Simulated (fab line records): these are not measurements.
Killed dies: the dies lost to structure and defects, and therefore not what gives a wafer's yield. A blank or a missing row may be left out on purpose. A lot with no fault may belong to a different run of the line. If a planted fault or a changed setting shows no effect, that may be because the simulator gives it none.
Struck lot and sound lot, side by side	flow nandHarc	28 steps out of a route of 1302
Sound: the wafers L645.1, L645.2, L645.3. Struck: wafer L651.5. (L651.3, L651.6 of the same lot were not struck and are left out.) The cause comes at the end.
Per side, at each step with rows, come the tool, then ch with its chambers, and then its first start. Under that, the readings that differ: sound wafers	struck wafers	difference of the means	sigmas: that difference in standard deviations of wafers without a fault.
alike: readings with means less than 2 such deviations apart, plus words and numbers identical on both sides. not compared: withheld readings, readings lacking a value on some wafer, bounds such as >300 that could conceal the same value, and numbers that have no deviation in the record and whose values overlap.
The two part at a step that has a row with sigmas, a row that says differs or no value, or rows on one side only. Numbers that don't overlap but have no deviation are shown without sigmas and don't part them. A reading that every wafer of one side lacks parts them only if that side has two wafers or more.

first, 1 step without rows for these wafers: NHARC_A_M0_STRIP_19 (strips in post etch residue remover, time 600 s).
NHARC_A_M0_DEGAS_28: time 60 s.
  sound on pvdSputter-03 at day 25 23:24; struck on pvdSputter-02 at day 28 02:58
  alike: heaterPowerW
NHARC_A_M0_PRE_CLEAN_29: time 30 s.
  sound on pvdSputter-03; struck on pvdSputter-02
  alike: heaterPowerW
NHARC_A_M0_PVD_20: deposits TaN, target thk 5 nm, time 8.06 s.
  sound on pvdSputter-03; struck on pvdSputter-02
reading	sound	struck	difference	sigmas
throttleValvePct (%)	28.1 29.7 30.6	31.7	+2.2	+2
NHARC_A_M0_PVD_21: deposits Cu, target thk 30 nm, time 20.49 s.
  sound on pvdSputter-03; struck on pvdSputter-02
  alike: throttleValvePct
then, 3 steps without rows for these wafers: NHARC_A_M0_ECD_22 (material Cu, target thk 400 nm); NHARC_A_M0_ANNEAL_30 (time 90 s); NHARC_A_M0_CMP_23 (polishes, t overpolish 20 s, target thk 113.75 nm).
NHARC_A_M0_THK_MEAS_24: measures by xrf.
  sound on filmMetro-01 at day 26 00:48; struck on filmMetro-02 at day 28 04:21
  alike: thkNm
after that, 1 step had no rows for these wafers: NHARC_A_M0_SRD_25.
NHARC_A_M0_INSPECT_27:
  sound on defectInspect-01 at day 26 00:58; struck on defectInspect-02 at day 28 04:31
  alike: rawDefectCount
NHARC_A_M0_PRE_CLEAN_31: time 12 s.
  sound on pecvd-03 ch 0,1,2, day 26 01:08; struck on pecvd-03 ch 0, day 28 04:35
  alike: heaterPowerW
NHARC_A_M0_DEP_32: deposits SiCN, target thk 30 nm.
  sound on pecvd-03 ch 0,1,2, day 26 01:13; struck on pecvd-03 ch 0, day 28 04:41
  alike: heaterPowerW, showerheadVppV
then, 10 steps without rows for these wafers: NHARC_A_M1_DEP_00 (deposits SiOC, target thk 182.5 nm); NHARC_A_M1_DEHYDRATE_01 (time 120 s); NHARC_A_M1_HMDS_02 (time 30 s); NHARC_A_M1_COAT_34 (time 65 s); NHARC_A_M1_COAT_03 (resist thk 90 nm); NHARC_A_M1_SOFTBAKE_04 (time 55 s); NHARC_A_M1_EBR_05; NHARC_A_M1_EXPOSE_06 (exposes mask A M1, target cd 120 nm); NHARC_A_M1_PEB_07 (peb time 65 s); NHARC_A_M1_DEVELOP_08 (develop time 35 s).
NHARC_A_M1_CD_MEAS_09: the cd target is 120 nm.
  sound on cdSem-01 ch 0, day 26 02:39; struck on cdSem-01 ch 0, day 28 05:54
  alike: cdNm
NHARC_A_M1_OVL_MEAS_10: pitch 240 nm.
  sound on overlay-02 at day 26 02:44; struck on overlay-02 at day 28 05:59
reading	sound	struck	difference	sigmas
overlayYNm (nm)	0.9 0.8 1.8	-1.3	-2.5	-3
  alike: overlayXNm
NHARC_A_M1_INSPECT_11:
  sound on defectInspect-02 at day 26 02:46; struck on defectInspect-02 at day 28 06:01
reading	sound	struck	difference	sigmas
rawDefectCount	116 116 96	958	+849	+22
then, 1 step without rows for these wafers: NHARC_A_M1_DESCUM_14 (chemistry O2, time 3 s).
NHARC_END_SORT_01:
  at this point the record logs the struck wafers (prober-01 ch 0, day 29 14:47) and has no rows for the sound ones

## WHERE THEY PART
At NHARC_A_M0_PVD_20 first; at NHARC_END_SORT_01 last (within this record only).

WHY: the cause the simulator had injected
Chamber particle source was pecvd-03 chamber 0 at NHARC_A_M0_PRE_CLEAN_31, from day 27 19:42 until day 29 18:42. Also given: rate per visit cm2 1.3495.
